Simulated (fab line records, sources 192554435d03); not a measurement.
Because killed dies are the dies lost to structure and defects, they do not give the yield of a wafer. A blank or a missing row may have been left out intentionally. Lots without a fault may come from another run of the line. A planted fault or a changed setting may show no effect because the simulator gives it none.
Which of the tools did it? ; flow n5Finfet ; 10 lots with 29 wafers sampled at 4 steps, on a route of 1938 steps

WHAT EACH GAUGE READ, for each wafer
N5_HKMG_FIN_INSPECT_14: inspects for defects (macro).
lot;measured;on;rawDefectCount
L540;day 4 10:26;defectInspect-01;3 4
L541;day 4 14:20;defectInspect-02;3 1 1
L543;day 4 22:10;defectInspect-01;1 2 4
L545;day 5 11:46;defectInspect-01;3 2 2
L548;day 6 03:55;defectInspect-02;4 0 4
L551;day 6 23:29;defectInspect-02;>300 >300 >300
L555;day 8 00:14;defectInspect-02;>300 >300 >300
L560;day 9 03:54;defectInspect-01;2 3 4
L562;day 9 16:14;defectInspect-01;1 2 3
L563;day 9 22:33;defectInspect-02;3 1 1

WHAT TOOL EACH LOT RAN ON (gives the tool, then ch and the chambers of the sampled wafers, and finally the start)
lot;N5_HKMG_FIN_ETCH_55;N5_HKMG_FIN_ETCH_58;N5_HKMG_FIN_PWFM_ALD_03
L540;rieDiel-05 ch 2, day 4 06:59;rieDiel-05 ch 2, day 4 07:13;aldMetal-03 ch 0,2, day 4 09:32
L541;rieDiel-02 ch 0,2,3, day 4 11:07;rieDiel-02 ch 0,2,3, day 4 11:27;aldMetal-01 ch 1,2,3, day 4 13:34
L543;rieDiel-05 ch 0,1,2, day 4 18:50;rieDiel-05 ch 0,1,2, day 4 19:02;aldMetal-03 ch 0,1,2, day 4 21:16
L545;rieDiel-05 ch 0,1, day 5 08:26;rieDiel-05 ch 0,1, day 5 08:47;aldMetal-03 ch 0,3, day 5 10:59
L548;rieDiel-05 ch 0,3, day 6 00:40;rieDiel-05 ch 0,3, day 6 00:53;aldMetal-03 ch 0,1, day 6 03:01
L551;rieDiel-05 ch 0,2,3, day 6 20:12;rieDiel-05 ch 0,2,3, day 6 20:25;aldMetal-03 ch 0,1,3, day 6 22:36
L555;rieDiel-05 ch 0,2, day 7 20:53;rieDiel-05 ch 0,2, day 7 21:06;aldMetal-03 ch 2,3, day 7 23:20
L560;rieDiel-02 ch 0,1,2, day 9 00:23;rieDiel-02 ch 0,1,2, day 9 00:35;aldMetal-03 ch 0,1, day 9 03:08
L562;rieDiel-02 ch 0,2,3, day 9 12:49;rieDiel-02 ch 0,2,3, day 9 13:01;aldMetal-03 ch 0,2, day 9 15:20
L563;rieDiel-02 ch 0,2,3, day 9 18:39;rieDiel-02 ch 0,2,3, day 9 18:52;aldMetal-01 ch 0,1, day 9 21:40
- N5_HKMG_FIN_ETCH_55: etches SOC in N2/H2, target depth 240 nm, time 300 s.
- N5_HKMG_FIN_ETCH_58: etches SOC in N2/H2, target depth 215.8 nm, time 741 s.
- N5_HKMG_FIN_PWFM_ALD_03: deposits TiN, target thk 2 nm, pulse time 1 s, purge time 3 s.

THE ANSWER, worked out from the rows above alone
Rule: the usual values come from the lots themselves. Put in order of their means at a reading, lots are off if they are a third of the lots or fewer, leave a main group of 4 or more, and stand apart from it by a gap of 3 or more times the standard deviation of the main group's means; of several such gaps the widest counts. A main group whose means are all the same, to the digits that the tables above print for the reading, isn't used. Also off: a lot with no number at a reading for which 4 or more lots have one. Where the step has rows for the other lots, those lots are counted as sound.
Off: L551, L555, at N5_HKMG_FIN_INSPECT_14 (rawDefectCount). Without a number there: L551, L555. Mean 2.4 and standard deviation 0.6 in the main group.
A tool fits if, at a process step before that reading, it ran every lot that is off, and no sound lot after the first of them. The gauges at N5_HKMG_FIN_INSPECT_14 are tried like those tools. One fits: N5_HKMG_FIN_ETCH_55 and N5_HKMG_FIN_ETCH_58 on rieDiel-05. At N5_HKMG_FIN_ETCH_55 its last sound lot is L548 (day 6 00:40), its first lot that is off L551 (day 6 20:12): a fault that began between those two fits.

WHAT THE SIMULATOR PUT IN
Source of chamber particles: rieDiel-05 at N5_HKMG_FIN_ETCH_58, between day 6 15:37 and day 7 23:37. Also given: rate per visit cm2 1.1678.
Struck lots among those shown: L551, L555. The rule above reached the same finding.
